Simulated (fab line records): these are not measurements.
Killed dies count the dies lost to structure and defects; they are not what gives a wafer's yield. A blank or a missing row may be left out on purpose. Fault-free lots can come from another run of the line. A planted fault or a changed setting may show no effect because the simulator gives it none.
Chamber matching + flow n5 finfet + cvd co-01 running N5_BEOL_M1_PRE_CLEAN_60: 3 sister chambers
The step time 15 s. 6 wafers are shown with their chamber, then 11 later ones without.

EACH WAFER AND ITS CHAMBER
| wafer  | chamber | heater power w (W) |
|--------|---------|--------------------|
| L082.2 | 2       | 91                 |
| L082.4 | 0       | 88                 |
| L085.3 | 1       | 84                 |
| L085.5 | 0       | 88                 |
| L085.6 | 1       | 86                 |
| L086.1 | 2       | 89                 |

WAFERS WHOSE CHAMBER IS MISSING
| wafer  | heater power w (W) |
|--------|--------------------|
| L086.3 | 89                 |
| L086.4 | 90                 |
| L089.2 | 83                 |
| L089.4 | 88                 |
| L089.5 | 84                 |
| L090.1 | 82                 |
| L090.3 | 91                 |
| L090.5 | 84                 |
| L094.3 | 86                 |
| L094.5 | 83                 |
| L094.6 | 88                 |

WHICH CHAMBER EACH ONE RAN IN
| wafer  | from the rows above     | in truth |
|--------|-------------------------|----------|
| L086.3 | can't be placed: 0 or 2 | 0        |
| L086.4 | can't be placed: 2 or 0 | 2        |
| L089.2 | 1                       | 1        |
| L089.4 | can't be placed: 0 or 2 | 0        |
| L089.5 | 1                       | 1        |
| L090.1 | 1                       | 1        |
| L090.3 | can't be placed: 2 or 0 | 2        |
| L090.5 | 1                       | 1        |
| L094.3 | can't be placed: 1 or 0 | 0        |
| L094.5 | 1                       | 1        |
| L094.6 | can't be placed: 0 or 2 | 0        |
5 of 11 placed correctly. Cannot be placed on the basis of these rows: 6; the candidates contain the true chamber in 6. Number placed wrongly: 0.
How it was worked out, from the rows above alone: a wafer's distance from a chamber is the root of the sum, over the readings, of the square of ((its reading less the chamber's mean) divided by the reading's scatter). The wafer belongs to the nearest chamber; if the next one is less than 2 further off, it can't be placed. For every chamber, the mean is computed from those of its wafers that are shown. How the scatter is found: for the shown wafers, subtract from each reading the mean of its chamber, square and add these, divide the total by (wafers less chambers), then take the root.
